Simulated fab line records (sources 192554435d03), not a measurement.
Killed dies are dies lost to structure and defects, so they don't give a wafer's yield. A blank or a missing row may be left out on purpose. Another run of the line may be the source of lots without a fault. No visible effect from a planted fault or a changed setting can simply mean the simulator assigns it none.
fab line records	flow n5Finfet
record lots=10	wafers=30	lastDay=19
route steps=1938 shown BEOL_M8@1332 PASSIVATION@1936
lots with no fault: from the same line, run without faults
startH: start of the lot's first displayed wafer, in hours after the record's first day	waitH: how many hours have passed since the lot's step before this one	" the same as in the row above	L1.1+2: several wafers, shown together as one row	- no value, or no start given	* or withheld: withheld	< > ~ a bound
route shown NAME@n: names a module that has steps shown in the file, with the first one's number in the route	usual: mean/standard deviation of fault-free wafers	same: alike in all rows	chamber/n: place in a boat	sites: readings site by site	_std_site: their standard deviation	_edge_site: outer sites' mean less inner sites'	radiusMm: how far each site lies from the wafer's centre	mask NAME#n: copy n	behind: the tool/chamber that last shaped the wafer	hold: cause of the lot's hold/its duration in hours/its outcome	device: the transistor (n, p or np) that didn't switch	end of line: the route-end tests of the same wafers	a step given without rows: its recipe and nothing more	killed: the dies lost at the first sort to structure and to defects; this is not the yield of the wafer	map: a wafer's dies, marking killed ones x, the rest . and places with no die _
set.NAME: the setting the step ran with; set.NAME@STEP: the setting that earlier step ran with	model.NAME: the simulator's own value behind a step, which no gauge read
a sample of lots followed through the steps of the route, with each step as a table and each wafer as a row
services: from which hour (startH, from the record's first day; less than 0 if before it) a tool's chamber was out of use, for how many hours, and why
## steps
# step N5_BEOL_M8_ILD_DEP_00
# recipe material=SiCOH_lowk	targetThkA=1797.5	tempC=300	precursor=DEMS/porogen	pressureTorr=5	rfW=500	timeS=33.4
# usual heaterPowerW=315/49	showerheadPlenumPTorr=5.748/0.013	throttleValvePct=13.9/0.93
lot.wafer	tool	chamber	startH	waitH	heaterPowerW	showerheadPlenumPTorr	throttleValvePct
L262.1	pecvd-02	1	224.38	0.0	296	5.739	15.0
L262.5	"	2	"	"	293	5.736	13.0
L262.6	"	0	"	"	233	5.770	15.1
L264.4	pecvd-04	0	245.80	0.1	300	5.750	14.8
L264.5	"	1	"	"	312	5.760	12.9
L264.6	"	2	"	"	268	5.756	13.4
L266.3	pecvd-04	2	251.57	0.0	289	5.754	13.2
L266.5	"	0	"	"	316	5.756	14.6
L266.6	"	2	"	"	293	5.748	13.3
L265.1	pecvd-04	0	252.76	0.0	300	5.746	14.5
L265.2	"	2	"	"	271	5.748	13.3
L265.6	"	1	"	"	359	5.775	13.3
L267.3	pecvd-04	2	270.80	0.0	279	5.740	13.2
L267.4	"	1	"	"	300	5.779	13.1
L267.6	"	0	"	"	301	5.737	14.8
L272.1	pecvd-04	2	313.76	0.0	268	5.739	13.1
L272.2	"	0	"	"	252	5.736	15.0
L272.5	"	1	"	"	355	5.773	12.8
L273.2	pecvd-04	2	317.43	0.0	292	5.753	13.4
L273.4	"	0	"	"	254	5.738	14.4
L273.6	"	2	"	"	286	5.756	13.4
L275.1	pecvd-04	2	338.90	0.0	287	5.762	13.4
L275.2	"	1	"	"	363	5.764	12.9
L275.4	"	1	"	"	367	5.752	13.0
L281.2	pecvd-04	0	367.17	0.0	319	5.745	14.7
L281.3	"	2	"	"	298	5.743	13.4
L281.5	"	1	"	"	314	5.782	13.1
L284.1	pecvd-02	2	388.76	0.0	363	5.754	13.0
L284.4	"	2	"	"	363	5.732	12.7
L284.6	"	0	"	"	244	5.747	15.1
# step N5_BEOL_M8_CURE_74
# recipe tempC=385	timeS=240	ambient=He/Ar	material=SiCOH_lowk
# usual lampPowerPct=52.31/0.054	wafer_temp_C_max=387.3/0.67
lot.wafer	tool	chamber	startH	waitH	lampPowerPct	wafer_temp_C_max
L262.1	uvCure-01	2	224.44	0.0	52.35	386.5
L262.5	"	2	"	"	52.35	386.7
L262.6	"	2	"	"	52.32	386.2
L264.4	uvCure-01	2	246.16	0.3	52.34	387.6
L264.5	"	2	"	"	52.25	386.8
L264.6	"	2	"	"	52.37	386.6
L266.3	uvCure-02	1	251.80	0.2	52.26	387.4
L266.5	"	1	"	"	52.31	386.9
L266.6	"	1	"	"	52.30	387.8
L265.1	uvCure-03	0	252.82	0.0	52.30	388.4
L265.2	"	0	"	"	52.28	387.4
L265.6	"	0	"	"	52.35	389.4
L267.3	uvCure-02	0	271.02	0.2	52.31	386.9
L267.4	"	0	"	"	52.29	386.3
L267.6	"	0	"	"	52.36	386.4
L272.1	uvCure-02	0	313.83	0.0	52.35	386.2
L272.2	"	0	"	"	52.31	386.4
L272.5	"	0	"	"	52.28	386.5
L273.2	uvCure-01	1	317.58	0.1	52.48	388.0
L273.4	"	1	"	"	52.29	387.9
L273.6	"	1	"	"	52.32	387.7
L275.1	uvCure-02	1	338.97	0.0	52.20	387.6
L275.2	"	1	"	"	52.22	387.5
L275.4	"	1	"	"	52.35	388.2
L281.2	uvCure-03	1	367.32	0.1	52.27	387.1
L281.3	"	1	"	"	52.40	387.0
L281.5	"	1	"	"	52.35	386.2
L284.1	uvCure-01	0	388.84	0.1	52.29	387.4
L284.4	"	0	"	"	52.38	387.6
L284.6	"	0	"	"	52.40	387.6
# step N5_BEOL_M8_COAT_64
# recipe resist=SiARC	tempC=220	timeS=60	spinRpm=1500	resistThkNm=12
# usual dispensePressureKPa=50/5	spinSpeedRpm=1500.0/0.95
lot.wafer	tool	chamber	startH	waitH	dispensePressureKPa	spinSpeedRpm
L262.1	lithoTrack-05	0	228.62	-	57	1500.5
L262.5	"	0	"	"	57	1500.6
L262.6	"	0	"	"	57	1500.1
L264.4	lithoTrack-01	0	257.53	-	46	1501.3
L264.5	"	0	"	"	46	1501.1
L264.6	"	0	"	"	46	1499.6
L265.1	lithoTrack-01	0	260.02	-	46	1500.7
L265.2	"	0	"	"	46	1499.8
L265.6	"	0	"	"	46	1500.5
L266.3	lithoTrack-04	0	260.80	-	47	1499.7
L266.5	"	0	"	"	47	1500.2
L266.6	"	0	"	"	47	1500.5
L267.3	lithoTrack-05	0	274.37	-	57	1499.5
L267.4	"	0	"	"	57	1501.1
L267.6	"	0	"	"	57	1499.7
L272.1	lithoTrack-05	0	317.24	-	57	1499.8
L272.2	"	0	"	"	57	1500.9
L272.5	"	0	"	"	57	1499.4
L273.2	lithoTrack-01	0	321.56	-	46	1242.9
L273.4	"	0	"	"	46	1242.1
L273.6	"	0	"	"	46	1241.6
L275.1	lithoTrack-01	0	342.76	-	46	1240.5
L275.2	"	0	"	"	46	1239.8
L275.4	"	0	"	"	46	1240.0
L281.2	lithoTrack-04	0	370.96	-	47	1500.8
L281.3	"	0	"	"	47	1499.1
L281.5	"	0	"	"	47	1500.9
L284.1	lithoTrack-04	0	393.74	-	47	1499.1
L284.4	"	0	"	"	47	1498.5
L284.6	"	0	"	"	47	1499.2
# step N5_BEOL_M8_INSPECT_30
# recipe mode=adi	inspectInstrument=brightfield
# usual rawDefectCount=396/95
lot.wafer	tool	chamber	startH	waitH	rawDefectCount
L262.1	defectInspect-01	-	229.10	0.1	403
L262.5	"	-	"	"	328
L262.6	"	-	"	"	512
L264.4	defectInspect-02	-	258.01	0.0	408
L264.5	"	-	"	"	399
L264.6	"	-	"	"	380
L265.1	defectInspect-01	-	260.42	0.1	416
L265.2	"	-	"	"	385
L265.6	"	-	"	"	479
L266.3	defectInspect-01	-	261.16	0.0	309
L266.5	"	-	"	"	321
L266.6	"	-	"	"	472
L267.3	defectInspect-02	-	274.73	0.0	373
L267.4	"	-	"	"	415
L267.6	"	-	"	"	412
L272.1	defectInspect-02	-	317.72	0.1	408
L272.2	"	-	"	"	368
L272.5	"	-	"	"	378
L273.2	defectInspect-02	-	321.92	0.0	403
L273.4	"	-	"	"	568
L273.6	"	-	"	"	386
L275.1	defectInspect-02	-	343.24	0.1	401
L275.2	"	-	"	"	403
L275.4	"	-	"	"	638
L281.2	defectInspect-02	-	371.44	0.0	412
L281.3	"	-	"	"	409
L281.5	"	-	"	"	484
L284.1	defectInspect-01	-	394.21	0.1	420
L284.4	"	-	"	"	369
L284.6	"	-	"	"	382
# step N5_BEOL_M8_ETCH_65
# recipe chemistry=CF4	target=SiARC	targetDepthA=156	maskMaterial=CAR-EUV	timeS=26	ionEnergyEv=80	pressureMtorr=40	sourceW=545	biasW=36	Ar_flow_sccm=100	cf4FlowSccm=100	ends=cleared
# usual drypumpMotorCurrentA=5.52/0.22	etchRfOnTimeS=26.2/0.41	oesProductAu=0.67/0.076	rfVppV=183.9/1.2	showerheadPlenumPTorr=2.14/0.068	throttleValvePct=15.58/0.25
lot.wafer	tool	chamber	startH	waitH	drypumpMotorCurrentA	etchRfOnTimeS	oesProductAu	rfHoursCounterH	rfVppV	showerheadPlenumPTorr	throttleValvePct
L262.1	rieDiel-05	1	229.21	0.0	5.59	25.3	0.80	15	185.8	2.19	15.46
L262.5	"	3	"	"	5.59	25.8	0.76	-	185.2	2.18	15.45
L262.6	"	0	"	"	5.12	26.3	0.62	-	185.2	2.22	15.98
L264.4	rieDiel-03	1	258.34	0.0	5.44	26.1	0.72	66	184.4	2.16	15.23
L264.5	"	1	"	"	5.41	26.3	0.72	-	185.9	2.16	15.21
L264.6	"	2	"	"	5.59	26.4	0.62	-	181.8	1.97	15.74
L265.1	rieDiel-05	3	260.51	0.0	5.61	26.5	0.73	59	184.6	2.18	15.50
L265.2	"	0	"	"	5.12	26.6	0.61	193	184.7	2.21	15.98
L265.6	"	0	"	"	5.10	26.3	0.62	-	185.0	2.21	15.99
L266.3	rieDiel-03	3	261.24	0.0	5.31	26.3	0.70	73	183.8	2.16	15.80
L266.5	"	3	"	"	5.31	26.2	0.71	-	184.6	2.16	15.82
L266.6	"	2	"	"	5.59	26.4	0.62	-	182.2	1.97	15.74
L267.3	rieDiel-06	2	275.36	0.0	5.28	25.8	0.59	226	185.6	2.12	15.51
L267.4	"	3	"	"	5.29	25.4	0.66	162	182.3	2.14	15.76
L267.6	"	3	"	"	5.33	25.6	0.66	-	184.2	2.14	15.75
L272.1	rieDiel-03	1	317.85	0.0	5.43	25.8	0.71	84	184.3	2.16	15.26
L272.2	"	2	"	"	5.60	26.1	0.61	192	182.2	1.97	15.77
L272.5	"	3	"	"	5.29	25.9	0.69	-	184.4	2.16	15.85
L273.2	rieDiel-05	1	322.00	0.0	5.55	27.9	0.74	47	185.2	2.18	15.50
L273.4	"	2	"	"	5.88	29.5	0.58	248	183.9	2.11	15.63
L273.6	"	1	"	"	5.54	27.9	0.74	-	185.0	2.18	15.52
L275.1	rieDiel-03	0	343.34	0.0	5.45	29.1	0.59	212	182.8	2.12	15.71
L275.2	"	3	"	"	5.30	28.8	0.67	105	183.7	2.15	15.90
L275.4	"	2	"	"	5.61	29.0	0.60	204	183.0	1.96	15.81
L281.2	rieDiel-05	3	371.53	0.0	5.60	26.1	0.69	101	183.4	2.16	15.59
L281.3	"	1	"	"	5.50	25.3	0.73	65	184.6	2.17	15.54
L281.5	"	3	"	"	5.60	26.1	0.69	-	183.0	2.16	15.57
L284.1	rieDiel-06	2	394.30	0.0	5.28	25.9	0.86	1	184.9	2.11	15.08
L284.4	"	3	"	"	5.29	26.1	0.62	203	185.3	2.12	15.85
L284.6	"	1	"	"	5.87	26.2	0.62	-	184.7	2.14	15.39
# step N5_PASSIVATION_PROBE_49
# usual defectLimitedYield=90.9/1.3	killed_at_M0_to_M3=36/11	killed_at_M4_up=13/5.1	killedAtContacts=14/4.9	killedAtFrontEnd=41/10	killedAtOther=3.4/2.6	killedDies=107/16	killedOnRim=14/4	killedOpen=70/11	killedShort=36/7.8	sort_bin_5_function=5.4/0.84	sort_bin_6_memory=3.4/0.67	sort_bin_8_speed=0.00/0.0099	sortNPass=1073/16	sortYieldPct=90.9/1.3
# same grossDies=1180	killedAtBackSide=0	sort_bin_4_leakage[%]=0
lot.wafer	tool	chamber	startH	waitH	defectLimitedYield[%]	killed_at_M0_to_M3	killed_at_M4_up	killedAtContacts	killedAtFrontEnd	killedAtOther	killedDies	killedOnRim	killedOpen	killedShort	sort_bin_5_function[%]	sort_bin_6_memory[%]	sort_bin_8_speed[%]	sortNPass	sortYieldPct[%]
L265.1	prober-01	-	333.03	0.0	91.0	34	17	8	46	1	106	15	73	32	5.0	3.6	0	1074	91.0
L265.2	prober-01	-	333.08	0.1	92.2	30	8	23	30	1	92	14	65	26	4.7	2.9	0	1088	92.2
L265.6	prober-01	-	333.28	0.3	88.5	37	9	21	65	4	136	20	85	50	6.9	4.1	0	1044	88.5
L267.6	prober-02	-	347.73	0.3	91.9	38	8	14	36	0	96	10	60	36	5.3	2.6	0	1084	91.9
L272.1	prober-01	-	385.14	0.0	89.2	33	12	10	68	5	128	17	83	44	6.4	4.2	0	1052	89.2
L272.2	prober-01	-	385.19	0.1	87.8	44	19	22	56	3	144	18	100	41	7.0	4.6	0	1036	87.8
L272.5	prober-01	-	385.34	0.2	90.9	20	20	14	50	3	107	17	78	27	5.6	3.2	0	1073	90.9
# killed by level:class
L265.1 STI_FIN_REVEAL:geometricParticle:open=14 BEOL_M4:geometricParticle:open=9 DUMMY_GATE:geometricParticle:open=7 BEOL_M2:geometricParticle:open=7 MOL_CONTACT_COAG:geometricParticle:open=6 FIN_SAQP:geometricParticle:open=5 BEOL_M0_SAQP:geometricParticle:short=5 ILD0:geometricParticle:open=4
L265.2 MOL_CONTACT_COAG:geometricParticle:open=18 FIN_SAQP:geometricParticle:open=8 BEOL_M0_SAQP:geometricParticle:short=7 BEOL_M3:geometricParticle:open=7 BEOL_M4:geometricParticle:open=6 GATE_CUT:geometricParticle:open=5 MOL_CONTACT_COAG:geometricParticle:short=5 BEOL_M0_SAQP:geometricParticle:open=5
L265.6 STI_FIN_REVEAL:geometricParticle:open=22 MOL_CONTACT_COAG:geometricParticle:open=14 FIN_SAQP:geometricParticle:open=13 BEOL_M0_SAQP:geometricParticle:short=9 BEOL_M0_SAQP:geometricParticle:open=8 FIN_SAQP:geometricParticle:short=7 MOL_CONTACT_COAG:geometricParticle:short=7 GATE_CUT:geometricParticle:open=5
L267.6 BEOL_M2:geometricParticle:open=15 STI_FIN_REVEAL:geometricParticle:open=12 MOL_CONTACT_COAG:geometricParticle:open=8 BEOL_M0_SAQP:geometricParticle:open=7 MOL_CONTACT_COAG:geometricParticle:short=6 BEOL_M0_SAQP:geometricParticle:short=6 FIN_SAQP:geometricParticle:short=4 DUMMY_GATE:geometricParticle:open=4
L272.1 FIN_SAQP:geometricParticle:open=23 FIN_SAQP:geometricParticle:short=10 STI_FIN_REVEAL:geometricParticle:open=10 MOL_CONTACT_COAG:geometricParticle:open=7 BEOL_M0_SAQP:geometricParticle:short=7 BEOL_M3:geometricParticle:open=7 GATE_CUT:geometricParticle:short=5 BEOL_M0_SAQP:geometricParticle:open=5
L272.2 MOL_CONTACT_COAG:geometricParticle:open=17 STI_FIN_REVEAL:geometricParticle:open=16 BEOL_M0_SAQP:geometricParticle:short=11 BEOL_M2:geometricParticle:open=11 FIN_SAQP:geometricParticle:open=9 BEOL_M3:geometricParticle:open=9 BEOL_M4:geometricParticle:open=8 BEOL_M0_SAQP:geometricParticle:open=6
L272.5 STI_FIN_REVEAL:geometricParticle:open=17 MOL_CONTACT_COAG:geometricParticle:open=12 FIN_SAQP:geometricParticle:open=11 BEOL_M4:geometricParticle:open=8 BEOL_M2:geometricParticle:open=6 STARTING-WAFER:geometricParticle:short=6 ILD0:geometricParticle:open=4 BEOL_M0_SAQP:geometricParticle:open=4
## services
tool	chamber	startH	hours	kind
pecvd-04	2	202.38	-	clean
uvCure-02	-	227.72	2.1	pm
uvCure-02	-	238.48	7.5	pm
uvCure-02	-	246.03	3.4	pm
pecvd-02	2	255.76	6.7	repair
rieDiel-06	2	285.04	20.5	repair
pecvd-04	-	289.99	14.6	pm
rieDiel-03	1	290.99	9.8	repair
rieDiel-05	0	297.70	19.9	repair
rieDiel-06	0	300.01	1.3	repair
rieDiel-06	3	303.75	16.3	repair
pecvd-04	-	309.82	0.5	repair
rieDiel-06	2	311.68	4.3	repair
rieDiel-06	-	315.30	0.9	repair
uvCure-03	-	334.74	4.5	pm
rieDiel-05	1	340.08	4.4	repair
rieDiel-05	2	342.03	3.2	repair
pecvd-04	2	358.74	6.5	repair
uvCure-01	-	368.52	7.5	pm
rieDiel-03	1	369.64	16.3	repair
uvCure-02	-	371.31	28.1	pm
pecvd-02	0	381.77	2.6	repair
rieDiel-05	1	387.25	21.5	repair
uvCure-03	-	393.46	1.0	pm
## key
firstSign step=N5_BEOL_M8_COAT_64	reading=spinSpeedRpm	direction=down	sigmas=99+	usual=*	struck=*
effect step=N5_BEOL_M8_ETCH_65	reading=etchRfOnTimeS	direction=up	sigmas=6.2	usual=*	struck=*
metAt N5_BEOL_M8_COAT_64
struckLots L273,L275
notActingAt N5_BEOL_M8_ILD_DEP_00,N5_BEOL_M8_CURE_74,N5_BEOL_M8_INSPECT_30
onsetBetween 260.02 321.56
fault kind=processParameterDrift	tool=lithoTrack-01	chamber=-	onsetH=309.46	steps=N5_BEOL_M8_COAT_64	channel=spinRpm	offset=*	shape=step	endH=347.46	actsIn=*	stated=*
